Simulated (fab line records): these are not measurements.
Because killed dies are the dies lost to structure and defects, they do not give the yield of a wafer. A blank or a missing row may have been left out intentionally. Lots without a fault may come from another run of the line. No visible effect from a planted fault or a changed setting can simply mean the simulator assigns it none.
Which of the tools did it? -- flow n5-finfet -- Sampling: 12 lots, 36 wafers, 5 of 1938 route steps

== WHAT THE GAUGES READ, wafer by wafer ==
The record lacks any reading of a measuring or inspecting step that a usual standard deviation could be used to judge.

== EACH LOT AND THE TOOL THAT RAN IT (in order: tool; ch and the chambers of the sampled wafers; start) ==
lot,N5_BEOL_M7_ECD_50,N5_PASSIVATION_PECVD_00,N5_MIM_BOT_DEGAS_01,N5_PASSIVATION_AL_DEP_21,N5_PASSIVATION_PROBE_49
L556,"ecd-cu-02 ch 0,1, day 9 05:44","pecvd-01 ch 0,1, day 11 14:34","pvd-sputter-03, day 11 17:25","pvd-sputter-03, day 12 00:36",-
L559,"ecd-cu-02 ch 0,1, day 9 19:21","pecvd-02 ch 0,2, day 12 13:50","pvd-sputter-02, day 12 14:47","pvd-sputter-01, day 12 20:34",-
L558,"ecd-cu-01 ch 0,1, day 9 20:22","pecvd-02 ch 0,1, day 12 14:31","pvd-sputter-02, day 12 15:47","pvd-sputter-03, day 12 20:39",-
L557,"ecd-cu-02 ch 0,1, day 10 07:19","pecvd-01 ch 0,1, day 12 19:57","pvd-sputter-03, day 12 20:19","pvd-sputter-02, day 13 06:16",-
L560,"ecd-cu-02 ch 0,1, day 10 13:30","pecvd-02 ch 0,2, day 13 07:24","pvd-sputter-01, day 13 07:39","pvd-sputter-02, day 13 14:31",-
L562,"ecd-cu-02 ch 0,1, day 11 12:09","pecvd-01 ch 0,1, day 13 22:58","pvd-sputter-01, day 13 23:25","pvd-sputter-03, day 14 08:16",-
L561,"ecd-cu-02 ch 0,1, day 11 14:03","pecvd-02 ch 1,2, day 14 06:11","pvd-sputter-03, day 14 07:31","pvd-sputter-02, day 14 12:56","prober-01, day 14 18:57"
L563,"ecd-cu-01 ch 0,1, day 11 19:08","pecvd-03 ch 1,2, day 14 06:45","pvd-sputter-03, day 14 07:44","pvd-sputter-02, day 14 13:22",-
L567,"ecd-cu-02 ch 0,1, day 12 17:16","pecvd-03 ch 1,2, day 15 17:10","pvd-sputter-02, day 15 17:58","pvd-sputter-02, day 15 23:31","prober-02, day 16 05:04"
L572,"ecd-cu-01 ch 0,1, day 13 13:25","pecvd-01 ch 0,2, day 16 04:03","pvd-sputter-02, day 16 05:02","pvd-sputter-03, day 16 11:18","prober-02, day 16 17:11"
L575,"ecd-cu-01 ch 0,1, day 14 13:52","pecvd-02 ch 0,2, day 17 07:29","pvd-sputter-02, day 17 07:40","pvd-sputter-01, day 17 15:32",-
L577,"ecd-cu-01 ch 0,1, day 15 13:44","pecvd-03 ch 0,1, day 17 20:40","pvd-sputter-02, day 17 22:29","pvd-sputter-03, day 18 04:02",-
- N5_BEOL_M7_ECD_50: material Cu, target thk 300 nm.
- N5_PASSIVATION_PECVD_00: deposits SiO2 from SiH4/N2O, target thk 200 nm, time 11.2 s.
- N5_MIM_BOT_DEGAS_01: time 60 s.
- N5_PASSIVATION_AL_DEP_21: deposits Al, target thk 2800 nm, time 170 s.
- N5_PASSIVATION_PROBE_49

== WHAT THE TOOLS THEMSELVES READ (means of the sampled wafers that have a number; where no wafer has one, the mark that the record gives instead) ==
N5_PASSIVATION_PECVD_00. Usual: heater-power-w 630 W, standard deviation 52; showerhead-plenum-p-Torr 8.17 Torr, standard deviation 0.081; throttle-valve-pct 50.5 %, standard deviation 2.4.
lot,tool,heater-power-w (W),showerhead-plenum-p-Torr (Torr),throttle-valve-pct (%),flag
L556,pecvd-01,717,8.23,53.6,
L559,pecvd-02,625,8.14,48.8,
L558,pecvd-02,655,8.09,50.0,
L557,pecvd-01,670,8.22,53.6,
L560,pecvd-02,670,8.17,48.6,
L562,pecvd-01,650,8.21,53.8,
L561,pecvd-02,648,8.10,48.8,
L563,pecvd-03,592,8.26,48.7,
L567,pecvd-03,595,8.28,49.1,
L572,pecvd-01,728,8.25,51.8,
L575,pecvd-02,628,8.13,49.7,
L577,pecvd-03,588,8.17,52.1,

N5_MIM_BOT_DEGAS_01. Usual: 463 W for heater-power-w, sd 49.
lot,tool,heater-power-w (W),flag
L556,pvd-sputter-03,438,
L559,pvd-sputter-02,423,
L558,pvd-sputter-02,507,
L557,pvd-sputter-03,427,
L560,pvd-sputter-01,478,
L562,pvd-sputter-01,496,
L561,pvd-sputter-03,417,
L563,pvd-sputter-03,421,
L567,pvd-sputter-02,428,
L572,pvd-sputter-02,434,
L575,pvd-sputter-02,466,
L577,pvd-sputter-02,492,

N5_PASSIVATION_AL_DEP_21. Usual: 29.7 % for throttle-valve-pct, sd 1.1.
lot,tool,throttle-valve-pct (%),flag
L556,pvd-sputter-03,29.5,
L559,pvd-sputter-01,29.2,
L558,pvd-sputter-03,29.9,
L557,pvd-sputter-02,29.3,
L560,pvd-sputter-02,30.3,
L562,pvd-sputter-03,29.4,
L561,pvd-sputter-02,29.4,
L563,pvd-sputter-02,29.5,
L567,pvd-sputter-02,29.7,
L572,pvd-sputter-03,30.2,
L575,pvd-sputter-01,29.1,
L577,pvd-sputter-03,29.5,

N5_PASSIVATION_PROBE_49. Usual: defect-limited-yield 91.4 %, standard deviation 1.5; killed_at_M0_to_M3 35, standard deviation 12; killed_at_M4_up 13, standard deviation 5.8; killed-at-contacts 12, standard deviation 5.5; killed-at-front-end 36, standard deviation 9.9; killed-at-other 4, standard deviation 3.7; killed-dies 101, standard deviation 18; killed-on-rim 13, standard deviation 4.1; killed-open 66, standard deviation 13; killed-short 33, standard deviation 8; sort_bin_5_function 5.0 %, standard deviation 1; sort_bin_6_memory 3.2 %, standard deviation 0.67; sort-n-pass 1079, standard deviation 18; sort-yield-pct 91.4 %, standard deviation 1.5.
lot,tool,defect-limited-yield (%),killed_at_M0_to_M3,killed_at_M4_up,killed-at-contacts,killed-at-front-end,killed-at-other,killed-dies,killed-on-rim,killed-open,killed-short,sort_bin_5_function (%),sort_bin_6_memory (%),sort-n-pass,sort-yield-pct (%),flag
L561,prober-01,53.4,32,472,13,28,5,549,68,53,33,28.9,15.0,631,53.4,OFF
L567,prober-02,54.1,18,478,13,28,4,541,68,50,24,28.4,14.7,639,54.1,OFF
L572,prober-02,92.4,37,7,13,21,12,90,10,58,32,4.2,3.2,1090,92.4,

== THE ANSWER, worked out from the rows above alone ==
Rule: a lot is off if the mean of its wafers that have a number lies more than 3 standard deviations from the usual mean. A lot without any number at a reading at which 4 lots or more have one is off too. All remaining lots with rows at the step are treated as sound. First the gauges in route order, then the tools' own readings, where a lot's mean is used as printed above. The first step at which some lot is off is used, and at that step the reading that is off furthest; a lot without a number counts as furthest.
Off: L561, L567, at N5_PASSIVATION_PROBE_49 (killed_at_M4_up). Neither off nor sound, because the step has no rows for them: L556, L559, L558, L557, L560, L562, L563, L575, L577.
A tool fits if, at that step or a process step before it, it ran every lot that is off, and no sound lot after the first of them. Can't be told from this: 2 tools fit, ecd-cu-02 at N5_BEOL_M7_ECD_50, pvd-sputter-02 at N5_PASSIVATION_AL_DEP_21.

== WHAT HAD BEEN PUT IN BY THE SIMULATOR ==
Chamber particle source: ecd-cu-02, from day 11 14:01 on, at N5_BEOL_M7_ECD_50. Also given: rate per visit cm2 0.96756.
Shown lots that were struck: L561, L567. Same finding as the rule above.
